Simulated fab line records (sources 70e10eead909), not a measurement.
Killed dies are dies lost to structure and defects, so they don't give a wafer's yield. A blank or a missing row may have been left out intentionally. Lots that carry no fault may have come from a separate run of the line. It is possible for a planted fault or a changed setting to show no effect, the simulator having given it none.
Which of the tools did it? :: flow nand-harc :: 12 lots with 36 wafers sampled at 5 steps, on a route of 1302 steps

## WHAT THE GAUGES SHOWED, per wafer
NHARC_END_SORT_01.
lot: L835
measured: day 29 06:22
on: prober-01
killed-at-array: 34
killed-at-other: 0
killed-at-periphery: 5
killed-dies: 39
killed-open: 2
killed-short: 1

lot: L844
measured: day 32 02:51
on: prober-01
killed-at-array: 58 69 51
killed-at-other: 3 2 2
killed-at-periphery: 1 3 3
killed-dies: 62 74 56
killed-open: 2 1 1
killed-short: 0 1 1

## WHAT TOOL EACH LOT RAN ON (gives the tool, then ch and the chambers of the sampled wafers, and finally the start)
lot: L825
NHARC_A_CHANNEL_HOLE_D1_ETCH_19: har-etch-02 ch 0,1, day 8 08:20
NHARC_A_CHANNEL_HOLE_D1_ETCH_21: har-etch-02 ch 0,1, day 8 08:46
NHARC_A_CHANNEL_FILL_D1_ALD_14: ald-hk-03 ch 1,2,3, day 8 21:17
NHARC_A_CHANNEL_FILL_D1_ETCHBACK_08: rie-diel-11 ch 0,2,3, day 10 09:38

lot: L826
NHARC_A_CHANNEL_HOLE_D1_ETCH_19: har-etch-02 ch 0,1, day 9 02:31
NHARC_A_CHANNEL_HOLE_D1_ETCH_21: har-etch-02 ch 0,1, day 9 02:56
NHARC_A_CHANNEL_FILL_D1_ALD_14: ald-hk-03 ch 0,2,3, day 9 17:42
NHARC_A_CHANNEL_FILL_D1_ETCHBACK_08: rie-diel-11 ch 0,2, day 11 05:52

lot: L835
NHARC_A_CHANNEL_HOLE_D1_ETCH_19: har-etch-01 ch 0,1, day 12 19:12
NHARC_A_CHANNEL_HOLE_D1_ETCH_21: har-etch-01 ch 0,1, day 12 19:38
NHARC_A_CHANNEL_FILL_D1_ALD_14: ald-hk-01 ch 2,3, day 13 08:12
NHARC_A_CHANNEL_FILL_D1_ETCHBACK_08: rie-diel-11 ch 0,1, day 14 20:09

lot: L838
NHARC_A_CHANNEL_HOLE_D1_ETCH_19: har-etch-01 ch 0,1, day 13 15:55
NHARC_A_CHANNEL_HOLE_D1_ETCH_21: har-etch-01 ch 0,1, day 13 16:31
NHARC_A_CHANNEL_FILL_D1_ALD_14: ald-hk-01 ch 1,2, day 14 04:49
NHARC_A_CHANNEL_FILL_D1_ETCHBACK_08: rie-diel-09 ch 0,1,3, day 15 16:40

lot: L839
NHARC_A_CHANNEL_HOLE_D1_ETCH_19: har-etch-01 ch 0,1, day 14 12:07
NHARC_A_CHANNEL_HOLE_D1_ETCH_21: har-etch-01 ch 0,1, day 14 12:32
NHARC_A_CHANNEL_FILL_D1_ALD_14: ald-hk-01 ch 0,1, day 15 01:04
NHARC_A_CHANNEL_FILL_D1_ETCHBACK_08: rie-diel-09 ch 0,1,2, day 16 11:40

lot: L841
NHARC_A_CHANNEL_HOLE_D1_ETCH_19: har-etch-01 ch 0,1, day 15 04:04
NHARC_A_CHANNEL_HOLE_D1_ETCH_21: har-etch-01 ch 0,1, day 15 04:34
NHARC_A_CHANNEL_FILL_D1_ALD_14: ald-hk-03 ch 0,1,3, day 15 16:58
NHARC_A_CHANNEL_FILL_D1_ETCHBACK_08: rie-diel-11 ch 0,2,3, day 17 04:11

lot: L842
NHARC_A_CHANNEL_HOLE_D1_ETCH_19: har-etch-02 ch 0, day 15 21:40
NHARC_A_CHANNEL_HOLE_D1_ETCH_21: har-etch-02 ch 0, day 15 22:09
NHARC_A_CHANNEL_FILL_D1_ALD_14: ald-hk-02 ch 1,2,3, day 16 10:29
NHARC_A_CHANNEL_FILL_D1_ETCHBACK_08: rie-diel-09 ch 0,2,3, day 17 23:32

lot: L844
NHARC_A_CHANNEL_HOLE_D1_ETCH_19: har-etch-01 ch 0, day 16 14:02
NHARC_A_CHANNEL_HOLE_D1_ETCH_21: har-etch-01 ch 0, day 16 14:28
NHARC_A_CHANNEL_FILL_D1_ALD_14: ald-hk-03 ch 1,2, day 17 03:00
NHARC_A_CHANNEL_FILL_D1_ETCHBACK_08: rie-diel-09 ch 1,2,3, day 18 15:37

lot: L845
NHARC_A_CHANNEL_HOLE_D1_ETCH_19: har-etch-02 ch 0,1, day 16 14:17
NHARC_A_CHANNEL_HOLE_D1_ETCH_21: har-etch-02 ch 0,1, day 16 14:43
NHARC_A_CHANNEL_FILL_D1_ALD_14: ald-hk-02 ch 0,1,2, day 17 03:06
NHARC_A_CHANNEL_FILL_D1_ETCHBACK_08: rie-diel-08 ch 0,1,3, day 18 15:34

lot: L846
NHARC_A_CHANNEL_HOLE_D1_ETCH_19: har-etch-01 ch 0,1, day 17 04:56
NHARC_A_CHANNEL_HOLE_D1_ETCH_21: har-etch-01 ch 0,1, day 17 05:25
NHARC_A_CHANNEL_FILL_D1_ALD_14: ald-hk-01 ch 0,2, day 17 17:51
NHARC_A_CHANNEL_FILL_D1_ETCHBACK_08: rie-diel-09 ch 1,3, day 19 04:19

lot: L847
NHARC_A_CHANNEL_HOLE_D1_ETCH_19: har-etch-02 ch 0,1, day 17 15:37
NHARC_A_CHANNEL_HOLE_D1_ETCH_21: har-etch-02 ch 0,1, day 17 16:02
NHARC_A_CHANNEL_FILL_D1_ALD_14: ald-hk-02 ch 0,2,3, day 18 04:29
NHARC_A_CHANNEL_FILL_D1_ETCHBACK_08: rie-diel-11 ch 1,3, day 19 16:07

lot: L848
NHARC_A_CHANNEL_HOLE_D1_ETCH_19: har-etch-01 ch 0,1, day 18 11:11
NHARC_A_CHANNEL_HOLE_D1_ETCH_21: har-etch-01 ch 0,1, day 18 11:40
NHARC_A_CHANNEL_FILL_D1_ALD_14: ald-hk-01 ch 2,3, day 19 00:50
NHARC_A_CHANNEL_FILL_D1_ETCHBACK_08: rie-diel-09 ch 1,3, day 20 12:01
- NHARC_A_CHANNEL_HOLE_D1_ETCH_19: etches the open film in C4F8/O2/Ar, time 34.5 s.
- NHARC_A_CHANNEL_HOLE_D1_ETCH_21: etches the open film in C4F8/O2/Ar, time 514.3 s, target depth 1600 nm.
- NHARC_A_CHANNEL_FILL_D1_ALD_14: deposits SiO2, target thk 2.5 nm, pulse time 10 s, ald cycles 25.
- NHARC_A_CHANNEL_FILL_D1_ETCHBACK_08: etches the open film in C4F8, target depth 220 nm, time 110 s.

## AS READ BY THE TOOLS THEMSELVES (means over the sampled wafers that have a number; for cases with no such wafer, the mark the record gives instead)
NHARC_A_CHANNEL_HOLE_D1_ETCH_19.
lot: L825
tool: har-etch-02
drypump-motor-current-A (A): 5.76
mfc-ar-sccm (sccm): 375.9
showerhead-plenum-p-Torr (Torr): 3.52
throttle-valve-pct (%): 37.041

lot: L826
tool: har-etch-02
drypump-motor-current-A (A): 5.75
mfc-ar-sccm (sccm): 375.6
showerhead-plenum-p-Torr (Torr): 3.51
throttle-valve-pct (%): 37.037

lot: L835
tool: har-etch-01
drypump-motor-current-A (A): 5.82
mfc-ar-sccm (sccm): 375.4
showerhead-plenum-p-Torr (Torr): 3.61
throttle-valve-pct (%): 37.037

lot: L838
tool: har-etch-01
drypump-motor-current-A (A): 5.92
mfc-ar-sccm (sccm): 374.6
showerhead-plenum-p-Torr (Torr): 3.67
throttle-valve-pct (%): 37.036

lot: L839
tool: har-etch-01
drypump-motor-current-A (A): 5.92
mfc-ar-sccm (sccm): 375.2
showerhead-plenum-p-Torr (Torr): 3.67
throttle-valve-pct (%): 37.042

lot: L841
tool: har-etch-01
drypump-motor-current-A (A): 5.82
mfc-ar-sccm (sccm): 375.3
showerhead-plenum-p-Torr (Torr): 3.59
throttle-valve-pct (%): 37.035

lot: L842
tool: har-etch-02
drypump-motor-current-A (A): 5.93
mfc-ar-sccm (sccm): 375.2
showerhead-plenum-p-Torr (Torr): 3.55
throttle-valve-pct (%): 37.032

lot: L844
tool: har-etch-01
drypump-motor-current-A (A): 6.03
mfc-ar-sccm (sccm): 374.8
showerhead-plenum-p-Torr (Torr): 3.71
throttle-valve-pct (%): 37.034

lot: L845
tool: har-etch-02
drypump-motor-current-A (A): 5.76
mfc-ar-sccm (sccm): 374.6
showerhead-plenum-p-Torr (Torr): 3.83
throttle-valve-pct (%): 37.037

lot: L846
tool: har-etch-01
drypump-motor-current-A (A): 5.83
mfc-ar-sccm (sccm): 374.6
showerhead-plenum-p-Torr (Torr): 3.58
throttle-valve-pct (%): 37.029

lot: L847
tool: har-etch-02
drypump-motor-current-A (A): 5.86
mfc-ar-sccm (sccm): 374.3
showerhead-plenum-p-Torr (Torr): 3.98
throttle-valve-pct (%): 37.040

lot: L848
tool: har-etch-01
drypump-motor-current-A (A): 5.84
mfc-ar-sccm (sccm): 375.7
showerhead-plenum-p-Torr (Torr): 3.56
throttle-valve-pct (%): 37.031

NHARC_A_CHANNEL_HOLE_D1_ETCH_21.
lot: L825
tool: har-etch-02
drypump-motor-current-A (A): 5.73
mfc-ar-sccm (sccm): 375.5
showerhead-plenum-p-Torr (Torr): 3.48
throttle-valve-pct (%): 32.159

lot: L826
tool: har-etch-02
drypump-motor-current-A (A): 5.75
mfc-ar-sccm (sccm): 374.5
showerhead-plenum-p-Torr (Torr): 3.47
throttle-valve-pct (%): 32.159

lot: L835
tool: har-etch-01
drypump-motor-current-A (A): 5.83
mfc-ar-sccm (sccm): 375.1
showerhead-plenum-p-Torr (Torr): 3.57
throttle-valve-pct (%): 32.150

lot: L838
tool: har-etch-01
drypump-motor-current-A (A): 5.92
mfc-ar-sccm (sccm): 375.1
showerhead-plenum-p-Torr (Torr): 3.63
throttle-valve-pct (%): 32.166

lot: L839
tool: har-etch-01
drypump-motor-current-A (A): 5.91
mfc-ar-sccm (sccm): 374.7
showerhead-plenum-p-Torr (Torr): 3.63
throttle-valve-pct (%): 32.157

lot: L841
tool: har-etch-01
drypump-motor-current-A (A): 5.79
mfc-ar-sccm (sccm): 375.7
showerhead-plenum-p-Torr (Torr): 3.55
throttle-valve-pct (%): 32.148

lot: L842
tool: har-etch-02
drypump-motor-current-A (A): 5.92
mfc-ar-sccm (sccm): 374.6
showerhead-plenum-p-Torr (Torr): 3.51
throttle-valve-pct (%): 32.155

lot: L844
tool: har-etch-01
drypump-motor-current-A (A): 6.02
mfc-ar-sccm (sccm): 375.2
showerhead-plenum-p-Torr (Torr): 3.67
throttle-valve-pct (%): 32.153

lot: L845
tool: har-etch-02
drypump-motor-current-A (A): 5.76
mfc-ar-sccm (sccm): 375.6
showerhead-plenum-p-Torr (Torr): 3.78
throttle-valve-pct (%): 32.153

lot: L846
tool: har-etch-01
drypump-motor-current-A (A): 5.82
mfc-ar-sccm (sccm): 375.8
showerhead-plenum-p-Torr (Torr): 3.54
throttle-valve-pct (%): 32.156

lot: L847
tool: har-etch-02
drypump-motor-current-A (A): 5.84
mfc-ar-sccm (sccm): 375.2
showerhead-plenum-p-Torr (Torr): 3.93
throttle-valve-pct (%): 32.151

lot: L848
tool: har-etch-01
drypump-motor-current-A (A): 5.80
mfc-ar-sccm (sccm): 375.5
showerhead-plenum-p-Torr (Torr): 3.53
throttle-valve-pct (%): 32.152

NHARC_A_CHANNEL_FILL_D1_ALD_14.
lot: L825
tool: ald-hk-03
heater-power-w (W): 470
precursor-pulse-height-rel: 0.983

lot: L826
tool: ald-hk-03
heater-power-w (W): 473
precursor-pulse-height-rel: 1.016

lot: L835
tool: ald-hk-01
heater-power-w (W): 451
precursor-pulse-height-rel: 1.017

lot: L838
tool: ald-hk-01
heater-power-w (W): 518
precursor-pulse-height-rel: 0.997

lot: L839
tool: ald-hk-01
heater-power-w (W): 440
precursor-pulse-height-rel: 0.982

lot: L841
tool: ald-hk-03
heater-power-w (W): 450
precursor-pulse-height-rel: 1.004

lot: L842
tool: ald-hk-02
heater-power-w (W): 481
precursor-pulse-height-rel: 1.006

lot: L844
tool: ald-hk-03
heater-power-w (W): 434
precursor-pulse-height-rel: 0.999

lot: L845
tool: ald-hk-02
heater-power-w (W): 514
precursor-pulse-height-rel: 1.006

lot: L846
tool: ald-hk-01
heater-power-w (W): 397
precursor-pulse-height-rel: 0.984

lot: L847
tool: ald-hk-02
heater-power-w (W): 468
precursor-pulse-height-rel: 0.990

lot: L848
tool: ald-hk-01
heater-power-w (W): 434
precursor-pulse-height-rel: 1.003

NHARC_A_CHANNEL_FILL_D1_ETCHBACK_08.
lot: L825
tool: rie-diel-11
oes-product-au (a.u.): 0.93
rf-vpp-V (V): 441.8
run-length-s (s): 131.2

lot: L826
tool: rie-diel-11
oes-product-au (a.u.): 0.93
rf-vpp-V (V): 439.7
run-length-s (s): 131.4

lot: L835
tool: rie-diel-11
oes-product-au (a.u.): 0.92
rf-vpp-V (V): 438.2
run-length-s (s): 159.6

lot: L838
tool: rie-diel-09
oes-product-au (a.u.): 1.01
rf-vpp-V (V): 440.9
run-length-s (s): 131.3

lot: L839
tool: rie-diel-09
oes-product-au (a.u.): 0.93
rf-vpp-V (V): 440.8
run-length-s (s): 131.2

lot: L841
tool: rie-diel-11
oes-product-au (a.u.): 0.92
rf-vpp-V (V): 440.9
run-length-s (s): 131.4

lot: L842
tool: rie-diel-09
oes-product-au (a.u.): 0.99
rf-vpp-V (V): 442.2
run-length-s (s): 131.3

lot: L844
tool: rie-diel-09
oes-product-au (a.u.): 0.93
rf-vpp-V (V): 442.2
run-length-s (s): 131.2

lot: L845
tool: rie-diel-08
oes-product-au (a.u.): 1.00
rf-vpp-V (V): 440.7
run-length-s (s): 131.4

lot: L846
tool: rie-diel-09
oes-product-au (a.u.): 0.93
rf-vpp-V (V): 441.9
run-length-s (s): 131.3

lot: L847
tool: rie-diel-11
oes-product-au (a.u.): 0.99
rf-vpp-V (V): 442.6
run-length-s (s): 131.0

lot: L848
tool: rie-diel-09
oes-product-au (a.u.): 0.93
rf-vpp-V (V): 440.7
run-length-s (s): 131.1

## THE ANSWER, worked out from the rows above alone
Rule: what is usual is taken from the lots themselves. The widest of any qualifying gaps counts: lots, ordered by their means at a reading, are off when they make up no more than a third of the lots, leave a main group of 4 or more, and stand apart from it by 3 or more times the standard deviation of that group's means. A main group is skipped when, at the precision printed for the reading in the tables above, its means are all equal. Also off: a lot with no number at a reading for which 4 or more lots have one. All remaining lots with rows at the step are treated as sound. Order of review: gauges by route order, followed by the tools' own readings, for which a lot's mean as printed above is used. The first step at which some lot is off is used, and at that step the reading that is off furthest; a lot without a number counts as furthest.
Off at NHARC_A_CHANNEL_FILL_D1_ETCHBACK_08 (run-length-s): L835. Main group: mean 131.3 s, sd 0.12.
If a tool, at that step or one of the process steps before it, ran each lot that is off and ran no sound lot following the first of them, it fits. Not one of the candidates tried fits.

## WHAT THE SIMULATOR HAD PUT IN
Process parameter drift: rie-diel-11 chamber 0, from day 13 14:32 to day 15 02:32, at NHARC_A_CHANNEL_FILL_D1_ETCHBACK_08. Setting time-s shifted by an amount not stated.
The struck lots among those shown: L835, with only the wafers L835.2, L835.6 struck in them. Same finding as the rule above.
